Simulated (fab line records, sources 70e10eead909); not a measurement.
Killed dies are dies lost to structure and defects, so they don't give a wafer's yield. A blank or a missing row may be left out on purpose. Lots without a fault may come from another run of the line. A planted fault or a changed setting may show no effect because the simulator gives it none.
fab line records | flow nand_harc
record lots=15 wafers=44 last_day=33
route steps=1302 shown A_CONTACT@986
lots that met no fault: from a run of the same line without faults
start_h: hours from the record's first day to the start of the lot's first wafer shown | wait_h: hours since the lot's step before | " the same as in the row above | L1.1+2: a row that stands for several wafers | - no value, or no start given | * or withheld: withheld | < > ~ a bound
route shown NAME@n: a module of which the file shows steps, and the number in the route of the first | usual: mean/standard deviation of fault-free wafers | same: alike in all rows | chamber/n: place in a boat | sites: the reading at each site | _std_site: their standard deviation | _edge_site: outer sites' mean less inner sites' | radius_mm: how far each site lies from the wafer's centre | mask NAME#n: copy n | behind: the tool/chamber that last shaped the wafer | hold: why the lot was held/for how many hours/how that ended | device: the transistor (n, p or np) that didn't switch | end of line: the same wafers' tests at the end of the route | a step without rows: its recipe alone | killed: dies lost to structure and defects at the first sort, not the wafer's yield | map: a wafer's dies, x killed, . not, _ none there
set.NAME: the setting as run; set.NAME@STEP: as run at that earlier step | model.NAME: the simulator's own value behind a step, which no gauge read
steps of the route over a sample of lots; a table a step, a row a wafer
services: from which hour (start_h, from the record's first day; less than 0 if before it) a tool's chamber was out of use, for how many hours, and why
## steps
# step NHARC_A_CONTACT_DEP_29
# recipe target_thk_a=1000 target_thk_nm=100 temp_c=400 pressure_torr=3.5 flow_sccm=200 rf_w=350 material=SiON
# usual chamber_pressure_Torr=3.500/0.0068 heater_power_w=761/74
# columns lot.wafer tool chamber start_h wait_h chamber_pressure_Torr heater_power_w
L592.1 pecvd-02 0 499.18 3.6 3.492 655
L592.6 " 1 " " 3.500 673
L592.5 " 2 " " 3.504 734
L591.2 pecvd-03 2 501.27 2.9 3.511 708
L591.4 " 1 " " 3.503 748
L591.6 " 2 " " 3.525 721
L594.3 pecvd-02 2 514.54 2.2 3.500 789
L594.2 " 0 " " 3.496 618
L594.4 " 1 " " 3.494 777
L595.2 pecvd-02 2 540.29 2.9 3.498 727
L595.1 " 0 " " 3.500 662
L595.6 " 2 " " 3.498 720
L603.2 pecvd-03 2 589.96 2.9 3.507 768
L603.4 " 2 " " 3.493 767
L603.6 " 0 " " 3.514 715
L602.1 pecvd-03 1 594.07 3.7 3.497 681
L602.6 " 1 " " 3.498 708
L600.2 pecvd-03 0 597.34 2.9 3.507 632
L600.3 " 1 " " 3.500 788
L600.4 " 0 " " 3.503 660
L606.3 pecvd-02 0 623.61 2.2 3.497 664
L606.4 " 1 " " 3.508 727
L606.6 " 0 " " 3.497 630
L608.1 pecvd-02 0 669.62 3.6 3.499 647
L608.4 " 2 " " 3.501 740
L608.5 " 0 " " 3.502 644
L609.3 pecvd-01 1 669.68 2.2 3.506 812
L609.2 " 2 " " 3.501 718
L609.4 " 2 " " 3.500 728
L610.2 pecvd-02 0 676.41 2.9 3.501 659
L610.4 " 1 " " 3.490 685
L610.6 " 2 " " 3.492 731
L611.1 pecvd-03 0 677.40 3.6 3.491 717
L611.6 " 0 " " 3.489 739
L611.5 " 2 " " 3.494 731
L612.1 pecvd-01 1 692.20 3.6 3.499 729
L612.6 " 2 " " 3.498 807
L612.4 " 0 " " 3.497 828
L613.1 pecvd-01 0 709.18 3.6 3.510 869
L613.6 " 1 " " 3.505 720
L613.5 " 0 " " 3.513 879
L614.2 pecvd-01 1 726.81 2.9 3.500 845
L614.6 " 0 " " 3.490 872
L614.4 " 2 " " 3.496 870
# step NHARC_A_CONTACT_DESCUM_47
# recipe time_s=3 o2_flow_sccm=200 ar_flow_sccm=0 bias_power_w=0 chemistry=O2
# usual drypump_motor_current_A=5.9/0.44 oes_product_au=0.999/0.007 rf_vpp_V=57.8/0.94 showerhead_plenum_p_Torr=1.92/0.084 throttle_valve_pct=11.310/0.0086
# columns lot.wafer tool chamber start_h wait_h drypump_motor_current_A oes_product_au rf_hours_counter_h rf_vpp_V showerhead_plenum_p_Torr throttle_valve_pct
L592.1 rie_diel-12 1 499.98 0.1 5.7 1.005 6 59.2 2.01 11.314
L592.6 " 2 " " 5.6 0.999 - 57.6 1.90 11.307
L592.5 " 3 " " 6.6 1.008 - 57.9 1.97 11.316
L591.2 rie_diel-07 3 502.14 0.1 5.8 1.003 9 59.2 1.81 11.307
L591.4 " 0 " " 6.4 1.010 7 57.7 1.78 11.310
L591.6 " 1 " " 5.3 1.001 - 57.0 1.96 11.301
L594.2 rie_diel-07 0 515.42 0.1 6.4 1.007 11 56.5 1.77 11.304
L594.3 " 2 " " 6.2 0.992 14 58.0 2.07 11.301
L594.4 " 3 " " 5.8 0.995 13 56.6 1.81 11.326
L595.1 rie_diel-12 2 541.22 0.1 5.6 1.001 12 55.8 1.90 11.308
L595.2 " 3 " " 6.5 1.005 12 58.5 1.96 11.329
L595.6 " 1 " " 5.7 0.992 - 56.9 2.01 11.303
L603.2 rie_diel-12 2 590.76 0.1 5.6 1.004 19 57.0 1.90 11.305
L603.4 " 0 " " 6.0 0.994 16 55.6 1.91 11.310
L603.6 " 2 " " 5.6 1.007 - 58.7 1.90 11.294
L602.1 rie_diel-12 2 594.83 0.1 5.6 0.997 21 57.5 1.90 11.300
L602.6 " 1 " " 5.7 0.991 - 58.1 2.00 11.307
L600.2 rie_diel-12 0 598.13 0.1 6.0 0.983 18 57.6 1.91 11.319
L600.4 " 1 " " 5.7 0.998 21 57.6 2.00 11.316
L600.3 " 2 " " 5.6 1.001 22 56.7 1.90 11.306
L606.3 rie_diel-07 1 624.46 0.1 5.4 1.011 55 57.8 1.94 11.311
L606.4 " 2 " " 6.3 1.003 63 59.1 2.06 11.299
L606.6 " 1 " " 5.4 1.001 - 57.7 1.94 11.305
L608.1 rie_diel-12 2 670.47 0.1 5.6 1.007 5 58.5 1.89 11.305
L608.4 " 0 " " 6.0 0.997 6 57.8 1.91 11.326
L608.5 " 2 " " 5.6 1.003 - 56.4 1.89 11.329
L609.2 rie_diel-12 0 670.62 0.1 6.0 1.009 6 57.6 1.91 11.310
L609.4 " 2 " " 5.6 1.009 5 58.5 1.89 11.296
L609.3 " 3 " " 6.6 0.996 6 57.8 1.96 11.304
L610.2 rie_diel-12 2 677.21 0.1 5.6 0.999 8 57.3 1.89 11.310
L610.4 " 3 " " 6.5 1.001 9 58.3 1.96 11.309
L610.6 " 1 " " 5.7 0.998 - 57.5 2.00 11.300
L611.1 rie_diel-04 2 678.32 0.1 6.0 1.007 47 58.1 1.79 11.321
L611.6 " 0 " " 5.4 1.002 - 58.2 2.06 11.298
L611.5 " 1 " " 4.8 0.997 - 57.6 1.81 11.302
L612.1 rie_diel-12 2 692.94 0.1 5.6 1.006 11 57.9 1.89 11.309
L612.4 " 0 " " 6.1 1.006 12 58.9 1.90 11.308
L612.6 " 2 " " 5.6 1.009 - 57.4 1.89 11.323
L613.1 rie_diel-12 1 710.02 0.1 5.7 0.990 15 56.8 2.00 11.307
L613.5 " 3 " " 6.5 0.992 - 57.2 1.96 11.316
L613.6 " 0 " " 6.0 1.001 - 56.9 1.90 11.309
L614.2 rie_diel-12 3 727.74 0.1 6.6 0.974 - 58.4 1.95 11.312
L614.4 " 3 " " 6.6 0.996 - 59.2 1.95 11.305
L614.6 " 3 " " 6.5 0.998 - 57.7 1.95 11.305
# step NHARC_A_CONTACT_ETCH_49
# recipe target_depth_a=2600 over_etch_frac=0.3 time_s=475.3 ion_energy_ev=200 n2_flow_sccm=150 h2_flow_sccm=150 ar_flow_sccm=0 rf_w=400 bias_w=150 chemistry=N2/H2
# usual drypump_motor_current_A=5.9/0.45 oes_product_au=1.000/0.0068 rf_vpp_V=430.7/2.7 run_length_s=496.7/0.47 showerhead_plenum_p_Torr=2.04/0.092 throttle_valve_pct=14.172/0.0091
# columns lot.wafer tool chamber start_h wait_h drypump_motor_current_A oes_product_au rf_hours_counter_h rf_vpp_V run_length_s showerhead_plenum_p_Torr throttle_valve_pct
L592.1 rie_diel-12 0 500.17 - 6.0 0.990 6 429.3 496.3 2.04 14.180
L592.6 " 3 " " 6.5 0.993 - 432.8 497.1 2.10 14.179
L592.5 " 0 " " 6.1 1.000 - 431.7 496.4 2.04 14.169
L591.4 rie_diel-07 0 502.33 - 6.4 1.007 7 427.0 495.6 1.89 14.162
L591.2 " 2 " " 6.2 1.000 9 436.2 496.1 2.22 14.166
L591.6 " 0 " " 6.4 1.008 - 426.2 495.9 1.89 14.173
L594.2 rie_diel-07 2 515.60 - 6.3 1.002 14 436.2 496.1 2.21 14.177
L594.4 " 0 " " 6.4 1.004 11 426.6 496.1 1.89 14.173
L594.3 " 1 " " 5.4 1.000 11 432.1 496.9 2.09 14.189
L595.2 rie_diel-12 3 541.38 - 6.6 1.002 12 430.7 497.1 2.10 14.175
L595.1 " 2 " " 5.6 0.993 12 430.2 496.2 2.02 14.175
L595.6 " 0 " " 6.0 0.997 - 430.5 496.4 2.04 14.184
L603.2 rie_diel-12 3 590.93 - 6.6 1.006 19 431.1 497.5 2.09 14.184
L603.4 " 2 " " 5.6 1.010 20 430.8 161.6 2.02 14.159
L603.6 " 3 " " 6.6 1.005 - 431.1 497.2 2.09 14.166
L602.1 rie_diel-12 2 595.11 - 5.6 1.003 21 429.2 161.5 2.02 14.164
L602.6 " 3 " " 6.6 0.992 - 432.9 497.3 2.09 14.179
L600.3 rie_diel-12 0 598.37 - 6.1 0.998 18 430.6 496.5 2.04 14.163
L600.2 " 1 " " 5.7 1.009 21 434.0 497.1 2.14 14.166
L600.4 " 2 " " 5.6 0.996 22 428.2 161.9 2.02 14.158
L606.4 rie_diel-07 2 624.63 - 6.2 0.995 63 436.2 496.4 2.20 14.163
L606.3 " 3 " " 5.9 1.002 53 425.8 496.3 1.91 14.175
L606.6 " 2 " " 6.2 0.989 - 434.6 496.3 2.19 14.168
L608.1 rie_diel-12 0 670.67 - 6.0 1.014 6 429.9 496.6 2.03 14.174
L608.4 " 2 " " 5.6 1.010 5 428.9 495.9 2.02 14.149
L608.5 " 0 " " 6.1 1.006 - 430.1 496.7 2.03 14.180
L609.2 rie_diel-12 2 670.97 - 5.6 1.005 5 429.4 495.9 2.02 14.158
L609.3 " 3 " " 6.6 1.007 6 432.9 497.2 2.09 14.178
L609.4 " 1 " " 5.7 0.988 5 432.8 497.0 2.14 14.158
L610.4 rie_diel-12 2 677.37 - 5.6 1.005 8 428.6 496.3 2.02 14.167
L610.2 " 0 " " 6.0 0.995 9 431.5 496.6 2.03 14.170
L610.6 " 2 " " 5.6 1.006 - 430.0 496.7 2.02 14.175
L611.1 rie_diel-04 3 678.55 - 5.4 1.010 47 428.3 497.1 1.97 14.185
L611.5 " 1 " " 4.9 0.994 - 427.5 497.2 1.93 14.183
L611.6 " 2 " " 6.0 1.005 - 426.1 496.6 1.90 14.176
L612.1 rie_diel-12 0 693.14 - 6.1 1.003 12 429.6 497.0 2.03 14.172
L612.4 " 1 " " 5.7 0.989 11 433.9 496.7 2.13 14.168
L612.6 " 3 " " 6.6 0.992 - 431.0 497.2 2.09 14.169
L613.1 rie_diel-12 0 710.22 - 6.0 1.003 16 431.0 496.3 2.03 14.179
L613.5 " 3 " " 6.5 0.994 - 430.9 497.5 2.09 14.174
L613.6 " 0 " " 6.1 1.016 - 428.3 496.5 2.03 14.150
L614.2 rie_diel-12 2 728.14 0.2 5.6 1.008 16 428.8 496.7 2.01 14.192
L614.4 " 2 " " 5.6 0.996 - 429.8 496.1 2.01 14.178
L614.6 " 3 " " 6.5 0.995 - 432.0 497.0 2.08 14.159
# step NHARC_A_CONTACT_ETCH_111
# recipe source_w=withheld pressure_mtorr=20 bias_v=withheld time_s=140 target_depth_a=7000 ar_flow_sccm=withheld c4f8_flow_sccm=withheld o2_flow_sccm=withheld chemistry=C4F8/O2/Ar
# usual run_length_s=141.3/0.34
# columns lot.wafer tool chamber start_h wait_h rf_hours_counter_h run_length_s
L592.1 har_cap_etch-02 1 501.82 - 82 140.9
L592.5 " 0 " " - 140.8
L592.6 " 1 " " - 141.0
L591.2 har_cap_etch-03 1 504.00 - 37 141.3
L591.4 " 0 " " - 141.5
L591.6 " 1 " " - 141.5
L594.2 har_cap_etch-03 0 517.58 - 41 141.7
L594.3 " 1 " " - 141.3
L594.4 " 0 " " - 141.5
L595.1 har_cap_etch-02 1 543.03 - 91 141.2
L595.2 " 0 " " 91 141.1
L595.6 " 0 " " - 141.2
L603.2 har_cap_etch-03 1 592.57 - 53 141.9
L603.4 " 0 " " - 141.8
L603.6 " 1 " " - 141.6
L602.1 har_cap_etch-02 0 596.64 - 102 140.8
L602.6 " 0 " " - 141.0
L600.2 har_cap_etch-03 1 600.18 - 57 141.3
L600.4 " 0 " " - 141.3
L600.3 " 1 " " - 141.4
L606.4 har_cap_etch-03 1 626.34 - - 141.2
L606.3 " 0 " " - 141.7
L606.6 " 0 " " - 141.2
L608.1 har_cap_etch-02 0 672.51 - 114 140.8
L608.4 " 0 " " - 141.4
L608.5 " 0 " " - 141.3
L609.2 har_cap_etch-01 0 673.34 - 25 140.9
L609.4 " 0 " " - 141.0
L609.3 " 1 " " - 142.1
L610.2 har_cap_etch-02 1 679.06 - 117 140.8
L610.4 " 0 " " - 141.0
L610.6 " 0 " " - 141.0
L611.1 har_cap_etch-01 0 680.14 - 28 141.5
L611.5 " 0 " " - 141.2
L611.6 " 1 " " - 142.1
L612.1 har_cap_etch-03 1 694.79 - 75 141.8
L612.4 " 0 " " - 141.6
L612.6 " 0 " " - 141.9
L613.1 har_cap_etch-03 0 711.86 - 78 141.2
L613.5 " 1 " " - 141.7
L613.6 " 0 " " - 141.2
L614.2 har_cap_etch-03 1 730.72 - 80 141.2
L614.4 " 1 " " - 142.0
L614.6 " 1 " " - 141.2
## services
# columns tool chamber start_h hours kind
pecvd-03 1 488.24 3.3 repair
pecvd-01 - 492.33 13.0 pm
rie_diel-12 - 506.15 12.8 repair
pecvd-03 - 547.33 13.0 pm
pecvd-01 1 548.59 6.8 repair
rie_diel-07 3 569.64 11.1 repair
rie_diel-12 0 580.54 3.8 repair
pecvd-02 - 589.48 13.0 pm
rie_diel-12 - 622.56 9.0 pm
pecvd-01 2 640.48 4.6 repair
rie_diel-07 - 648.24 9.0 pm
pecvd-01 - 664.34 1.3 repair
pecvd-01 - 673.33 13.0 pm
pecvd-02 - 676.74 2.2 repair
pecvd-03 0 688.86 5.1 repair
pecvd-01 2 699.09 17.4 repair
pecvd-03 0 700.78 5.7 repair
har_cap_etch-03 - 703.36 0.9 repair
rie_diel-12 1 719.57 3.3 repair
rie_diel-12 2 720.50 7.4 repair
rie_diel-12 0 723.05 6.6 repair
rie_diel-07 1 723.88 8.8 repair
pecvd-03 - 728.46 13.0 pm
rie_diel-07 0 730.48 4.2 repair
## key
first_sign step=NHARC_A_CONTACT_ETCH_49 reading=run_length_s direction=down sigmas=99+ usual=* struck=*
effect none on later readings
met_at NHARC_A_CONTACT_ETCH_49
struck_lots L600,L602,L603
struck_wafers L600.4,L602.1,L603.4
later_rows_left_out L600.4,L602.1,L603.4
sort_left_out L600.4,L602.1,L603.4
tester_left_out L600,L602,L603
not_acting_at NHARC_A_CONTACT_DEP_29,NHARC_A_CONTACT_DESCUM_47,NHARC_A_CONTACT_ETCH_111
onset_between 541.38 590.93
fault kind=process_parameter_drift tool=rie_diel-12 chamber=- onset_h=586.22 steps=NHARC_A_CONTACT_ETCH_49 channel=time_s offset=* shape=step end_h=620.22 scope=struck_wafers_only acts_in=* stated=*
# tester_left_out: of these lots the tester's yield and bins aren't shown, on N5 and GAA mostly nor the transistor test; their killed dies are dies lost to structure and defects alone, not to doping, threshold or leakage, so they don't give the yield
# sort_left_out: the simulated sort isn't trusted on such a fault, so these wafers' sort isn't shown, and their yield isn't known
# later_rows_left_out: the simulator's readings of these wafers behind a module that went badly wrong aren't trusted and aren't shown, but for the sort
